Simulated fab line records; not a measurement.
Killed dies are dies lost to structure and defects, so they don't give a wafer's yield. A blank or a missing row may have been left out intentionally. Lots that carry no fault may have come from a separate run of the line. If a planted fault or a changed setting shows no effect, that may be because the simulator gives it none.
Chamber matching / flow nand_harc / pecvd-02 running NHARC_A_CONTACT_DEP_29: 3 sister chambers
The step deposits SiON, target thk 70 nm. 6 wafers are shown with their chamber, then 7 later ones without.

== WAFERS WITH THEIR CHAMBER ==
wafer=L075.6; chamber=1; showerhead_vpp_V (V)=1071; heater_power_w (W)=827
wafer=L085.1; chamber=2; showerhead_vpp_V (V)=1017; heater_power_w (W)=761
wafer=L085.4; chamber=2; showerhead_vpp_V (V)=1017; heater_power_w (W)=746
wafer=L085.6; chamber=0; showerhead_vpp_V (V)=1282; heater_power_w (W)=819
wafer=L088.2; chamber=0; showerhead_vpp_V (V)=1311; heater_power_w (W)=786
wafer=L088.3; chamber=1; showerhead_vpp_V (V)=1075; heater_power_w (W)=854

== WAFERS MISSING THEIR CHAMBER ==
wafer=L088.6; showerhead_vpp_V (V)=1304; heater_power_w (W)=780
wafer=L092.4; showerhead_vpp_V (V)=1075; heater_power_w (W)=738
wafer=L092.5; showerhead_vpp_V (V)=997; heater_power_w (W)=769
wafer=L092.6; showerhead_vpp_V (V)=1293; heater_power_w (W)=772
wafer=L091.1; showerhead_vpp_V (V)=1308; heater_power_w (W)=737
wafer=L091.3; showerhead_vpp_V (V)=1071; heater_power_w (W)=813
wafer=L091.4; showerhead_vpp_V (V)=1290; heater_power_w (W)=745

== CHAMBER TAKEN BY EACH ==
wafer=L088.6; from the rows above=0; in truth=0
wafer=L092.4; from the rows above=can't be placed: 2 or 1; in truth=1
wafer=L092.5; from the rows above=2; in truth=2
wafer=L092.6; from the rows above=0; in truth=0
wafer=L091.1; from the rows above=0; in truth=0
wafer=L091.3; from the rows above=1; in truth=1
wafer=L091.4; from the rows above=0; in truth=0
Placed correctly: 6 of 7. These rows do not allow placing 1 (true chamber among the candidates in 1). Wrongly placed: 0.
How it was worked out, from the rows above alone: a wafer's distance from a chamber is the root of the sum, over the readings, of the square of ((its reading less the chamber's mean) divided by the reading's scatter). If the next closest chamber is less than 2 further off than the closest, the wafer can't be placed; otherwise it belongs to the closest. For every chamber, the mean is computed from those of its wafers that are shown. The scatter: take each reading less its chamber's mean, square it, sum over the shown wafers, divide by the number of wafers less the number of chambers, and take the root.
